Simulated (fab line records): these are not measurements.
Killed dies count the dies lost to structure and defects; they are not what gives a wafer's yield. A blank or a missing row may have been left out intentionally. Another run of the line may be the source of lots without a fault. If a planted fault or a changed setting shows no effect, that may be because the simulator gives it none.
A single fault, viewed from 2 desks | flow n5_finfet | only its own numbers are on each desk; what lay behind them is given at the end

## THE METROLOGY DESK
Means of the sampled wafers that have a number, per lot and without regard to the tool the lot ran on: this is what the gauges read. If a lot's mean is further than 4 standard deviations from the usual mean, the lot is out of limits and carries the mark OUT (the distance appears in the brackets).
Columns: A = GC_FILL_THK at N5_GATE_CUT_THK_MEAS_24, usual 220.0 nm
lot  | first seen here | A
L690 | day 5 04:51     | 219.7
L694 | day 6 02:22     | 219.2
L696 | day 6 13:18     | 219.1
L699 | day 7 06:56     | 219.8
L700 | day 7 16:05     | 219.0
L705 | day 8 19:28     | 235.5 (+8.2) OUT
L707 | day 9 07:22     | 218.2
L708 | day 9 16:29     | 261.0 (+22) OUT
L711 | day 10 09:05    | 221.2
This desk reports L705, L708 out of limits; the earliest was L705 at day 8 19:28 (GC_FILL_THK at N5_GATE_CUT_THK_MEAS_24). L690, L694, L696, L699, L700, L707, L711: within limits.

## TOOL OWNER'S DESK, pecvd-01
The tool's own readings at N5_GATE_CUT_HM_DEP_46 (deposits SiO2 from TEOS/O2, target thk 130 nm, time 26.6 s): means of the sampled wafers that have a number, for each lot that ran on this tool. If a lot's mean is further than 4 standard deviations from the usual mean, the lot is out of limits and carries the mark OUT (the distance appears in the brackets).
Columns: A = heater_power_w at N5_GATE_CUT_HM_DEP_46, usual 514 W; B = showerhead_plenum_p_Torr at N5_GATE_CUT_HM_DEP_46, usual 8.34 Torr; C = susceptor_temp_C at N5_GATE_CUT_HM_DEP_46, usual 399.97 C; D = throttle_valve_pct at N5_GATE_CUT_HM_DEP_46, usual 18.3 %
lot  | first seen here | A   | B    | C      | D
L690 | day 5 01:46     | 602 | 8.33 | 400.03 | 17.7
L696 | day 6 09:22     | 439 | 8.33 | 400.11 | 18.0
L699 | day 7 03:39     | 505 | 8.33 | 399.99 | 17.9
L700 | day 7 12:59     | 548 | 8.31 | 399.79 | 17.6
L705 | day 8 16:16     | 468 | 8.29 | 399.93 | 17.9
L708 | day 9 13:13     | 482 | 8.33 | 399.99 | 18.0
Finding of this desk: none of the 6 lots has anything out of limits.

## TAKEN TOGETHER
An alarm was possible from the metrology desk at day 8 19:28, on L705, L708.
Nothing out of limits was seen by the tool owner's desk.
The tool owner's desk has L705, L708 on record, within its limits.
All the named lots went through N5_GATE_CUT_HM_DEP_46 on pecvd-01.

## WHAT THE SIMULATOR PUT IN
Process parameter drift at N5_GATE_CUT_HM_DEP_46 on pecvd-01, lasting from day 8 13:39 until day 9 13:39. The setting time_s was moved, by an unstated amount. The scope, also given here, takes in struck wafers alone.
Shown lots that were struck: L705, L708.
Per desk, hours elapsed from the start of the fault to the first reading out of limits: for the metrology desk, 6.
